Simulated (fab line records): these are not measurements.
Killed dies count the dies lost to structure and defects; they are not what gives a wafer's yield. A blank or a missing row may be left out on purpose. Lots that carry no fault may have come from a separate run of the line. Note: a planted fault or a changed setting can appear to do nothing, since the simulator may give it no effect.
Split-lot experiment :: flow n5-finfet :: 39 wafers read from 7 lots, route of 1938 steps

ABOUT THE SPLIT
At N5_HKMG_FIN_PWFM_ALD_03 (deposits TiN, target thk 2 nm, pulse time 1 s, purge time 3 s), the setting ald-cycles was moved away from the recipe's 91 on 9 of the 39 wafers read, by -39.6% to +26.4%. All remaining wafers had this setting at the recipe value.

The split's own step is where the reading is taken.

THE READING
TiN_of_HKMG_FIN_PWFM_ALD_03.thk-nm (the simulator's own value, which no gauge read), in nm, at N5_HKMG_FIN_PWFM_ALD_03 (deposits TiN, target thk 2 nm, pulse time 1 s, purge time 3 s). The file gives no usual value for it.

wafer: L082.1
tool, chamber at the split: ald-metal-02, 2,1,1
ald-cycles as run: 91
against the recipe: recipe
TiN_of_HKMG_FIN_PWFM_ALD_03.thk-nm, nm: 2
against lot-mates on the recipe: -

wafer: L082.4
tool, chamber at the split: ald-metal-02, 2,1,1
ald-cycles as run: 91
against the recipe: recipe
TiN_of_HKMG_FIN_PWFM_ALD_03.thk-nm, nm: 2
against lot-mates on the recipe: -

wafer: L082.5
tool, chamber at the split: ald-metal-02, 2,1,1
ald-cycles as run: 91
against the recipe: recipe
TiN_of_HKMG_FIN_PWFM_ALD_03.thk-nm, nm: 2
against lot-mates on the recipe: -

wafer: L082.2
tool, chamber at the split: ald-metal-02, 3,0,2
ald-cycles as run: 72
against the recipe: -20.9%
TiN_of_HKMG_FIN_PWFM_ALD_03.thk-nm, nm: 1.6
against lot-mates on the recipe: -0.4

wafer: L082.3
tool, chamber at the split: ald-metal-02, 3,0,2
ald-cycles as run: 72
against the recipe: -20.9%
TiN_of_HKMG_FIN_PWFM_ALD_03.thk-nm, nm: 1.6
against lot-mates on the recipe: -0.4

wafer: L082.6
tool, chamber at the split: ald-metal-02, 3,0,2
ald-cycles as run: 72
against the recipe: -20.9%
TiN_of_HKMG_FIN_PWFM_ALD_03.thk-nm, nm: 1.6
against lot-mates on the recipe: -0.4

wafer: L084.1
tool, chamber at the split: ald-metal-02, 2,0,1,3,2,3
ald-cycles as run: 91
against the recipe: recipe
TiN_of_HKMG_FIN_PWFM_ALD_03.thk-nm, nm: 2
against lot-mates on the recipe: -

wafer: L084.2
tool, chamber at the split: ald-metal-02, 2,0,1,3,2,3
ald-cycles as run: 91
against the recipe: recipe
TiN_of_HKMG_FIN_PWFM_ALD_03.thk-nm, nm: 2
against lot-mates on the recipe: -

wafer: L084.3
tool, chamber at the split: ald-metal-02, 2,0,1,3,2,3
ald-cycles as run: 91
against the recipe: recipe
TiN_of_HKMG_FIN_PWFM_ALD_03.thk-nm, nm: 2
against lot-mates on the recipe: -

wafer: L084.4
tool, chamber at the split: ald-metal-02, 2,0,1,3,2,3
ald-cycles as run: 91
against the recipe: recipe
TiN_of_HKMG_FIN_PWFM_ALD_03.thk-nm, nm: 2
against lot-mates on the recipe: -

wafer: L084.5
tool, chamber at the split: ald-metal-02, 2,0,1,3,2,3
ald-cycles as run: 91
against the recipe: recipe
TiN_of_HKMG_FIN_PWFM_ALD_03.thk-nm, nm: 2
against lot-mates on the recipe: -

wafer: L084.6
tool, chamber at the split: ald-metal-02, 2,0,1,3,2,3
ald-cycles as run: 91
against the recipe: recipe
TiN_of_HKMG_FIN_PWFM_ALD_03.thk-nm, nm: 2
against lot-mates on the recipe: -

wafer: L086.1
tool, chamber at the split: ald-metal-02, 0,1,3
ald-cycles as run: 91
against the recipe: recipe
TiN_of_HKMG_FIN_PWFM_ALD_03.thk-nm, nm: 2
against lot-mates on the recipe: -

wafer: L086.3
tool, chamber at the split: ald-metal-02, 0,1,3
ald-cycles as run: 91
against the recipe: recipe
TiN_of_HKMG_FIN_PWFM_ALD_03.thk-nm, nm: 2
against lot-mates on the recipe: -

wafer: L086.6
tool, chamber at the split: ald-metal-02, 0,1,3
ald-cycles as run: 91
against the recipe: recipe
TiN_of_HKMG_FIN_PWFM_ALD_03.thk-nm, nm: 2
against lot-mates on the recipe: -

wafer: L086.2
tool, chamber at the split: ald-metal-02, 2,3,2
ald-cycles as run: 115
against the recipe: +26.4%
TiN_of_HKMG_FIN_PWFM_ALD_03.thk-nm, nm: 2.6
against lot-mates on the recipe: +0.6

wafer: L086.4
tool, chamber at the split: ald-metal-02, 2,3,2
ald-cycles as run: 115
against the recipe: +26.4%
TiN_of_HKMG_FIN_PWFM_ALD_03.thk-nm, nm: 2.6
against lot-mates on the recipe: +0.6

wafer: L086.5
tool, chamber at the split: ald-metal-02, 2,3,2
ald-cycles as run: 115
against the recipe: +26.4%
TiN_of_HKMG_FIN_PWFM_ALD_03.thk-nm, nm: 2.6
against lot-mates on the recipe: +0.6

wafer: L087.1
tool, chamber at the split: ald-metal-03, 0,3,3
ald-cycles as run: 55
against the recipe: -39.6%
TiN_of_HKMG_FIN_PWFM_ALD_03.thk-nm, nm: 1.2
against lot-mates on the recipe: -0.8

wafer: L087.2
tool, chamber at the split: ald-metal-03, 0,3,3
ald-cycles as run: 55
against the recipe: -39.6%
TiN_of_HKMG_FIN_PWFM_ALD_03.thk-nm, nm: 1.2
against lot-mates on the recipe: -0.8

wafer: L087.6
tool, chamber at the split: ald-metal-03, 0,3,3
ald-cycles as run: 55
against the recipe: -39.6%
TiN_of_HKMG_FIN_PWFM_ALD_03.thk-nm, nm: 1.2
against lot-mates on the recipe: -0.8

wafer: L087.3
tool, chamber at the split: ald-metal-03, 2,1,2
ald-cycles as run: 91
against the recipe: recipe
TiN_of_HKMG_FIN_PWFM_ALD_03.thk-nm, nm: 2
against lot-mates on the recipe: -

wafer: L087.4
tool, chamber at the split: ald-metal-03, 2,1,2
ald-cycles as run: 91
against the recipe: recipe
TiN_of_HKMG_FIN_PWFM_ALD_03.thk-nm, nm: 2
against lot-mates on the recipe: -

wafer: L087.5
tool, chamber at the split: ald-metal-03, 2,1,2
ald-cycles as run: 91
against the recipe: recipe
TiN_of_HKMG_FIN_PWFM_ALD_03.thk-nm, nm: 2
against lot-mates on the recipe: -

wafer: L091.1
tool, chamber at the split: ald-metal-01, 0,1,3,3,1,0
ald-cycles as run: 91
against the recipe: recipe
TiN_of_HKMG_FIN_PWFM_ALD_03.thk-nm, nm: 2
against lot-mates on the recipe: -

wafer: L091.2
tool, chamber at the split: ald-metal-01, 0,1,3,3,1,0
ald-cycles as run: 91
against the recipe: recipe
TiN_of_HKMG_FIN_PWFM_ALD_03.thk-nm, nm: 2
against lot-mates on the recipe: -

wafer: L091.3
tool, chamber at the split: ald-metal-01, 0,1,3,3,1,0
ald-cycles as run: 91
against the recipe: recipe
TiN_of_HKMG_FIN_PWFM_ALD_03.thk-nm, nm: 2
against lot-mates on the recipe: -

wafer: L091.4
tool, chamber at the split: ald-metal-01, 0,1,3,3,1,0
ald-cycles as run: 91
against the recipe: recipe
TiN_of_HKMG_FIN_PWFM_ALD_03.thk-nm, nm: 2
against lot-mates on the recipe: -

wafer: L091.5
tool, chamber at the split: ald-metal-01, 0,1,3,3,1,0
ald-cycles as run: 91
against the recipe: recipe
TiN_of_HKMG_FIN_PWFM_ALD_03.thk-nm, nm: 2
against lot-mates on the recipe: -

wafer: L091.6
tool, chamber at the split: ald-metal-01, 0,1,3,3,1,0
ald-cycles as run: 91
against the recipe: recipe
TiN_of_HKMG_FIN_PWFM_ALD_03.thk-nm, nm: 2
against lot-mates on the recipe: -

wafer: L093.1
tool, chamber at the split: ald-metal-03, 3,1,0,2,0,1
ald-cycles as run: 91
against the recipe: recipe
TiN_of_HKMG_FIN_PWFM_ALD_03.thk-nm, nm: 2
against lot-mates on the recipe: -

wafer: L093.2
tool, chamber at the split: ald-metal-03, 3,1,0,2,0,1
ald-cycles as run: 91
against the recipe: recipe
TiN_of_HKMG_FIN_PWFM_ALD_03.thk-nm, nm: 2
against lot-mates on the recipe: -

wafer: L093.3
tool, chamber at the split: ald-metal-03, 3,1,0,2,0,1
ald-cycles as run: 91
against the recipe: recipe
TiN_of_HKMG_FIN_PWFM_ALD_03.thk-nm, nm: 2
against lot-mates on the recipe: -

wafer: L093.4
tool, chamber at the split: ald-metal-03, 3,1,0,2,0,1
ald-cycles as run: 91
against the recipe: recipe
TiN_of_HKMG_FIN_PWFM_ALD_03.thk-nm, nm: 2
against lot-mates on the recipe: -

wafer: L093.5
tool, chamber at the split: ald-metal-03, 3,1,0,2,0,1
ald-cycles as run: 91
against the recipe: recipe
TiN_of_HKMG_FIN_PWFM_ALD_03.thk-nm, nm: 2
against lot-mates on the recipe: -

wafer: L093.6
tool, chamber at the split: ald-metal-03, 3,1,0,2,0,1
ald-cycles as run: 91
against the recipe: recipe
TiN_of_HKMG_FIN_PWFM_ALD_03.thk-nm, nm: 2
against lot-mates on the recipe: -

wafer: L094.3
tool, chamber at the split: ald-metal-02, 1,1,3
ald-cycles as run: 91
against the recipe: recipe
TiN_of_HKMG_FIN_PWFM_ALD_03.thk-nm, nm: 2
against lot-mates on the recipe: -

wafer: L094.5
tool, chamber at the split: ald-metal-02, 1,1,3
ald-cycles as run: 91
against the recipe: recipe
TiN_of_HKMG_FIN_PWFM_ALD_03.thk-nm, nm: 2
against lot-mates on the recipe: -

wafer: L094.6
tool, chamber at the split: ald-metal-02, 1,1,3
ald-cycles as run: 91
against the recipe: recipe
TiN_of_HKMG_FIN_PWFM_ALD_03.thk-nm, nm: 2
against lot-mates on the recipe: -
If several chambers appear in one row, that row covers several wafers at once and the file leaves open which wafer was in which chamber.

FIT RESULTS
A straight line over all 39 wafers: TiN_of_HKMG_FIN_PWFM_ALD_03.thk-nm changes by +0.0208 nm for each +1% of ald-cycles; r = +1.00; the points scatter about the line by 0.017 nm.
The same after taking each lot's own level away (the mean of its wafers on the recipe; 39 wafers): +0.0208 nm for each +1%; r = +1.00; scatter 0.017 nm.
Per that fit: largest ald-cycles move, reading shift of 0.82 nm.
The lots' own levels span 2.00 to 2.00 nm.
Consequently the slope shifts little with the lot-to-lot level, the two slopes agreeing.
Check: -0.819 nm against its lot-mates is what the line predicts for one of the wafers moved furthest among these (-39.6%) when that wafer is left out of the fit. It came out at -0.8 nm against them.

FURTHER SPLITS ON THESE WAFERS
Other splits were also applied to these wafers ahead of the reading. Each is held against what the fit with the lots' levels taken away leaves over:
other split on the same wafers: N5_ZERO_LAYER_DEVELOP_10 develop-time-s
wafers away from the commonest value: 12
r with TiN_of_HKMG_FIN_PWFM_ALD_03.thk-nm (lot level and that fit taken away): +0.06

other split on the same wafers: N5_FIN_SAQP_SPACER1_ALD_24 ald-cycles
wafers away from the commonest value: 15
r with TiN_of_HKMG_FIN_PWFM_ALD_03.thk-nm (lot level and that fit taken away): +0.13

other split on the same wafers: N5_SD_EPI_P_EPI_21 time-s
wafers away from the commonest value: 15
r with TiN_of_HKMG_FIN_PWFM_ALD_03.thk-nm (lot level and that fit taken away): +0.14

FILE'S OWN FIT
TiN_of_HKMG_FIN_PWFM_ALD_03.thk-nm changes by +0.0207 nm for each +1% of ald-cycles, r = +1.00.
